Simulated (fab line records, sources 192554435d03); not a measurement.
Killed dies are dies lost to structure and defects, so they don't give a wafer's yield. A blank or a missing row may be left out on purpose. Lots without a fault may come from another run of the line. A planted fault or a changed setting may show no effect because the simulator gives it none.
One fault seen from 3 desks | flow n5_finfet | each desk has only its own numbers; what lay behind them comes last

THE TOOL OWNER'S DESK: cmp-02
The tool's own readings at N5_HKMG_FIN_CMP_23 (polishes, stops on SiNx, t overpolish 10 s, target thk 46.326 nm): means of the sampled wafers that have a number, for each lot that ran on this tool. A lot is out of limits, marked OUT, if its mean lies more than 4 standard deviations from the usual mean; the brackets give that distance.
Columns: A = motor_current_A at N5_HKMG_FIN_CMP_23, usual 12.3 A; B = overpolish_run_s at N5_HKMG_FIN_CMP_23, usual 9.98 s; C = platen_rpm at N5_HKMG_FIN_CMP_23, usual 50.28 rpm; D = retaining_ring_pressure_frac at N5_HKMG_FIN_CMP_23, usual 0.999; E = slurry_filter_dp_kPa at N5_HKMG_FIN_CMP_23, usual 13.49 kPa; F = time_to_endpoint_s at N5_HKMG_FIN_CMP_23, usual 12 s
lot  | first seen here | A    | B     | C               | D     | E     | F
L544 | day 4 18:19     | 11.1 | 10.00 | 50.29           | 0.996 | 13.43 | 10
L548 | day 5 20:21     | 11.9 | 10.00 | 50.30           | 1.001 | 13.49 | 10
L549 | day 6 02:08     | 11.7 | 9.99  | 52.31 (+60) OUT | 0.999 | 13.45 | 10
L550 | day 6 13:49     | 12.1 | 10.00 | 52.31 (+60) OUT | 0.995 | 13.49 | 13
L561 | day 9 02:34     | 12.2 | 10.00 | 50.28           | 0.994 | 13.55 | 9
L562 | day 9 06:50     | 11.9 | 10.00 | 50.27           | 0.999 | 13.52 | 12
This desk's finding: out of limits on L549, L550; first on L549, day 6 02:08 (platen_rpm at N5_HKMG_FIN_CMP_23). In limits: L544, L548, L561, L562.

THE METROLOGY DESK
What the gauges read, lot by lot, whatever tool the lot ran on: means of the sampled wafers that have a number. A lot is out of limits, marked OUT, if its mean lies more than 4 standard deviations from the usual mean; the brackets give that distance. Of its 10 readings 7 are shown: those that lie furthest out on some lot.
Columns: A = DIBL_N at N5_BEOL_M4_RC_MEAS_101, usual 36.9 mV/V; B = DIBL_P at N5_BEOL_M4_RC_MEAS_101, usual 37.1 mV/V; C = IOFF_N at N5_BEOL_M4_RC_MEAS_101, usual 0.17 nA/um; D = IOFF_P at N5_BEOL_M4_RC_MEAS_101, usual 0.23 nA/um; E = SS_N at N5_BEOL_M4_RC_MEAS_101, usual 71.8 mV/dec; F = SS_P at N5_BEOL_M4_RC_MEAS_101, usual 73.6 mV/dec; G = VT_N at N5_BEOL_M4_RC_MEAS_101, usual 250 mV
lot  | first seen here | A    | B    | C    | D    | E    | F    | G
L543 | day 8 09:50     | 35.1 | 36.4 | 0.15 | 0.22 | 71.4 | 73.6 | 251
L545 | day 8 12:47     | 35.0 | 34.5 | 0.14 | 0.18 | 70.9 | 72.7 | 251
L544 | day 8 13:13     | 40.1 | 42.5 | 0.26 | 0.32 | 72.3 | 74.6 | 243
L546 | day 9 05:56     | 35.9 | 35.7 | 0.15 | 0.20 | 72.1 | 74.2 | 253
L548 | day 9 06:20     | 37.7 | 37.7 | 0.18 | 0.24 | 71.8 | 73.3 | 250
L549 | day 9 13:22     | 36.5 | 35.4 | 0.14 | 0.21 | 70.9 | 72.9 | 253
L550 | day 10 02:35    | 36.3 | 37.8 | 0.17 | 0.24 | 72.2 | 74.1 | 249
L556 | day 11 17:58    | 37.6 | 37.5 | 0.16 | 0.23 | 71.2 | 73.4 | 253
L562 | day 12 20:01    | 36.3 | 37.0 | 0.16 | 0.21 | 71.3 | 73.8 | 250
L561 | day 12 20:08    | 40.2 | 42.1 | 0.25 | 0.31 | 73.7 | 75.2 | 244
L563 | day 13 11:34    | 34.5 | 34.0 | 0.15 | 0.21 | 71.7 | 72.8 | 250
This desk's finding: nothing out of limits on any of the 11 lots.

THE DEFECT DESK
What the inspections along the route counted, lot by lot: means of the sampled wafers that have a number. A lot is out of limits, marked OUT, if its mean lies more than 4 standard deviations from the usual mean; the brackets give that distance.
Columns: A = raw_defect_count at N5_HKMG_FIN_INSPECT_28, usual 34
lot  | first seen here | A
L543 | day 4 14:32     | 39
L544 | day 4 19:02     | 44
L545 | day 5 02:17     | 23
L546 | day 5 09:20     | 42
L548 | day 5 20:59     | 24
L549 | day 6 02:50     | 21
L550 | day 6 14:31     | 27
L556 | day 7 23:26     | 57
L561 | day 9 03:07     | 40
L562 | day 9 07:33     | 20
L563 | day 9 15:40     | 14
This desk's finding: nothing out of limits on any of the 11 lots.

PUT TOGETHER
The tool owner's desk could have raised an alarm at day 6 02:08, on L549, L550.
The metrology desk saw nothing out of limits.
The defect desk saw nothing out of limits.
The metrology desk has L549, L550 on record, within its limits.
The defect desk has L549, L550 on record, within its limits.
Of the lots named, all ran N5_HKMG_FIN_CMP_23 on cmp-02.

WHAT THE SIMULATOR HAD PUT IN
Process parameter drift: cmp-02, from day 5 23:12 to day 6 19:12, at N5_HKMG_FIN_CMP_23. Setting platen_rpm, moved by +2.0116, from 50.289. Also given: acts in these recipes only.
Lots struck among those shown: L549, L550.
Hours from the fault's start to each desk's first reading out of limits: the tool owner's desk, 3.
